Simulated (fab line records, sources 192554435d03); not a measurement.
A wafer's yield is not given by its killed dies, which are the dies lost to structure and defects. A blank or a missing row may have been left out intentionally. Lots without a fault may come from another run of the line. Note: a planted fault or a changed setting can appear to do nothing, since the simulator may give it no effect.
Chamber matching :: flow n5_finfet :: pecvd-04 running N5_BEOL_M0_SAQP_PECVD_03: 3 sister chambers
The step deposits SiCN from 3MS/NH3, target thk 12 nm, time 21.1 s. 6 wafers are shown with their chamber, then 12 later ones without.

WAFERS PAIRED WITH THEIR CHAMBERS
wafer: L088.1
chamber: 2
throttle_valve_pct (%): 8.6
showerhead_plenum_p_Torr (Torr): 3.648

wafer: L088.2
chamber: 1
throttle_valve_pct (%): 8.9
showerhead_plenum_p_Torr (Torr): 3.673

wafer: L088.3
chamber: 0
throttle_valve_pct (%): 10.3
showerhead_plenum_p_Torr (Torr): 3.672

wafer: L088.4
chamber: 1
throttle_valve_pct (%): 8.5
showerhead_plenum_p_Torr (Torr): 3.678

wafer: L088.5
chamber: 0
throttle_valve_pct (%): 10.3
showerhead_plenum_p_Torr (Torr): 3.663

wafer: L088.6
chamber: 2
throttle_valve_pct (%): 8.6
showerhead_plenum_p_Torr (Torr): 3.654

WAFERS WHOSE CHAMBER IS MISSING
wafer: L091.1
throttle_valve_pct (%): 8.7
showerhead_plenum_p_Torr (Torr): 3.648

wafer: L091.4
throttle_valve_pct (%): 10.3
showerhead_plenum_p_Torr (Torr): 3.674

wafer: L091.6
throttle_valve_pct (%): 8.7
showerhead_plenum_p_Torr (Torr): 3.653

wafer: L093.3
throttle_valve_pct (%): 8.6
showerhead_plenum_p_Torr (Torr): 3.675

wafer: L093.4
throttle_valve_pct (%): 8.6
showerhead_plenum_p_Torr (Torr): 3.671

wafer: L093.6
throttle_valve_pct (%): 9.0
showerhead_plenum_p_Torr (Torr): 3.646

wafer: L095.1
throttle_valve_pct (%): 8.8
showerhead_plenum_p_Torr (Torr): 3.647

wafer: L095.2
throttle_valve_pct (%): 8.5
showerhead_plenum_p_Torr (Torr): 3.669

wafer: L095.3
throttle_valve_pct (%): 8.6
showerhead_plenum_p_Torr (Torr): 3.647

wafer: L095.4
throttle_valve_pct (%): 8.7
showerhead_plenum_p_Torr (Torr): 3.675

wafer: L095.5
throttle_valve_pct (%): 8.8
showerhead_plenum_p_Torr (Torr): 3.647

wafer: L095.6
throttle_valve_pct (%): 8.7
showerhead_plenum_p_Torr (Torr): 3.666

CHAMBER TAKEN BY EACH
wafer: L091.1
from the rows above: 2
in truth: 2

wafer: L091.4
from the rows above: 0
in truth: 0

wafer: L091.6
from the rows above: 2
in truth: 2

wafer: L093.3
from the rows above: 1
in truth: 1

wafer: L093.4
from the rows above: 1
in truth: 1

wafer: L093.6
from the rows above: 2
in truth: 2

wafer: L095.1
from the rows above: 2
in truth: 2

wafer: L095.2
from the rows above: can't be placed: 1 or 2
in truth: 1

wafer: L095.3
from the rows above: 2
in truth: 2

wafer: L095.4
from the rows above: 1
in truth: 1

wafer: L095.5
from the rows above: 2
in truth: 2

wafer: L095.6
from the rows above: can't be placed: 1 or 2
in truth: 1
Correctly placed: 10 of 12. From these rows, 2 cannot be placed; in 2 the true chamber is one of the candidates. Placed wrongly: 0.
How it was worked out, from the rows above alone: a wafer's distance from a chamber is the root of the sum, over the readings, of the square of ((its reading less the chamber's mean) divided by the reading's scatter). The wafer belongs to the nearest chamber; if the next one is less than 2 further off, it can't be placed. A chamber's mean is the mean of its shown wafers. The scatter: take each reading less its chamber's mean, square it, sum over the shown wafers, divide by the number of wafers less the number of chambers, and take the root.
